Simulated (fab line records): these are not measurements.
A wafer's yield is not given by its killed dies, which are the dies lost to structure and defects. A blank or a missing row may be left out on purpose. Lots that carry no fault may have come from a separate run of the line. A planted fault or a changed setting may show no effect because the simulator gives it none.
A lot that was struck, set against a sound lot	flow n5_finfet	15 out of 1938 route steps
Sound: these wafers, L192.1, L192.5, L192.6. Struck: wafer L194.4. (L194.1, L194.3 of the same lot were not struck and are left out.) The cause comes at the end.
For every step that has rows: the tool of each side, followed by ch and its chambers, followed by its first start. Under that, the readings that differ: sound wafers	struck wafers	difference of the means	sigmas: that difference in standard deviations of wafers without a fault.
alike: same words and numbers on both sides, and readings whose means sit less than 2 such deviations apart. not compared: any withheld reading, any reading some wafer has no value for, any bound like >300 that may hide the same value, and any number with overlapping values for which the record gives no deviation.
The two part at a step that has a row with sigmas, a row that says differs or no value, or rows on one side only. Non-overlapping numbers with no deviation appear without sigmas and do not part them. A reading missing from all wafers of one side parts the sides only when that side holds two or more wafers.

first, 2 steps without rows for these wafers: N5_BEOL_M12_DEVELOP_27 (develop time 45 s); N5_BEOL_M12_HARDBAKE_32 (time 120 s).
N5_BEOL_M12_CD_MEAS_28: the cd target is 160.2 nm.
  sound on cd_sem-02 ch 0, day 17 04:07; struck on cd_sem-02 ch 0, day 18 20:07
reading	sound	struck	difference	sigmas
cd_nm (nm)	165.5 160.6 164.4	157.6	-5.9	-2
N5_BEOL_M12_OVL_MEAS_29:
  sound on overlay-02 ch 0, day 17 04:09; struck on overlay-02 ch 0, day 18 20:08
  alike: M12_OVL
N5_BEOL_M12_INSPECT_30: inspects for defects (macro).
  sound on defect_inspect-01 at day 17 04:11; struck on defect_inspect-02 at day 18 20:10
  alike: raw_defect_count
N5_BEOL_M12_DESCUM_33: chemistry O2, time 7.9 s.
  sound on rie_diel-04 ch 0,1, day 17 04:13; struck on rie_diel-03 ch 2, day 18 20:26
reading	sound	struck	difference	sigmas
rf_vpp_V (V)	242.1 241.6 242.3	245.2	+3.2	+2
  alike: drypump_motor_current_A, o2_flow_sccm, oes_product_au, showerhead_plenum_p_Torr, throttle_valve_pct
  not compared: rf_hours_counter_h
N5_BEOL_M12_ETCH_67: etches SiARC in CF4, target depth 143 nm, time 238.3 s.
  sound on rie_diel-04 ch 0,1, day 17 04:14; struck on rie_diel-03 ch 2, day 18 20:28
  alike: drypump_motor_current_A, etch_rf_on_time_s, oes_product_au, rf_vpp_V, showerhead_plenum_p_Torr, throttle_valve_pct
  not compared: rf_hours_counter_h
N5_BEOL_M12_ETCH_68: etches SOC in N2/H2, time 285 s.
  sound on rie_diel-04 ch 0,1, day 17 04:23; struck on rie_diel-03 ch 2, day 18 20:37
reading	sound	struck	difference	sigmas
h2_flow_sccm (sccm)	200.2 199.8 200.7	198.6	-1.6	-3
  alike: drypump_motor_current_A, oes_product_au, rf_vpp_V, showerhead_plenum_p_Torr, throttle_valve_pct
  not compared: rf_hours_counter_h
then, 1 step without rows for these wafers: N5_BEOL_M12_STRIP_69 (strips in N2/H2).
N5_BEOL_M12_TRENCH_ETCH_34: etches SiOC in C4F8/O2/Ar, target depth 318.95 nm, time 125.5 s.
  sound on rie_diel-04 ch 0,1, day 17 04:34; struck on rie_diel-03 ch 2, day 18 20:48
reading	sound	struck	difference	sigmas
showerhead_plenum_p_Torr (Torr)	3.28 3.28 3.31	3.48	+0.19	+2
  alike: drypump_motor_current_A, he_inner_torr, oes_product_au, rf_vpp_V, throttle_valve_pct
  not compared: rf_hours_counter_h
then, 1 step without rows for these wafers: N5_BEOL_M12_STRIP_70 (strips in C4F8/O2/Ar).
N5_BEOL_M12_OCD_MEAS_35:
  sound on ocd-02 at day 17 04:44; struck on ocd-02 at day 18 20:58
  alike: trench_depth_nm
N5_BEOL_M12_STRIP_37: strips in N2/H2.
  sound on plasma_asher-01 ch 0,1, day 17 04:46; struck on plasma_asher-01 ch 1, day 18 21:00
reading	sound	struck	difference	sigmas
h2_flow_sccm (sccm)	3253 3259 3256	3566	+310	+28
  alike: drypump_motor_current_A, heater_power_w, oes_product_au
  not compared: rf_hours_counter_h
N5_BEOL_M12_ETCH_38: etches SiCN in CF4/N2, target depth 68.7 nm, time 73.4 s.
  sound on rie_diel-04 ch 1,2,3, day 17 05:08; struck on rie_diel-03 ch 0, day 18 21:05
  alike: drypump_motor_current_A, oes_product_au, rf_vpp_V, showerhead_plenum_p_Torr, throttle_valve_pct
  not compared: rf_hours_counter_h
then, 1 step without rows for these wafers: N5_PASSIVATION_PROBE_49.

## WHERE THEY PART
Earliest at N5_BEOL_M12_CD_MEAS_28; latest, in this record, at N5_BEOL_M12_STRIP_37. Later steps at which nothing parts them and some readings are alike: N5_BEOL_M12_ETCH_38.

WHY: the cause the simulator had injected
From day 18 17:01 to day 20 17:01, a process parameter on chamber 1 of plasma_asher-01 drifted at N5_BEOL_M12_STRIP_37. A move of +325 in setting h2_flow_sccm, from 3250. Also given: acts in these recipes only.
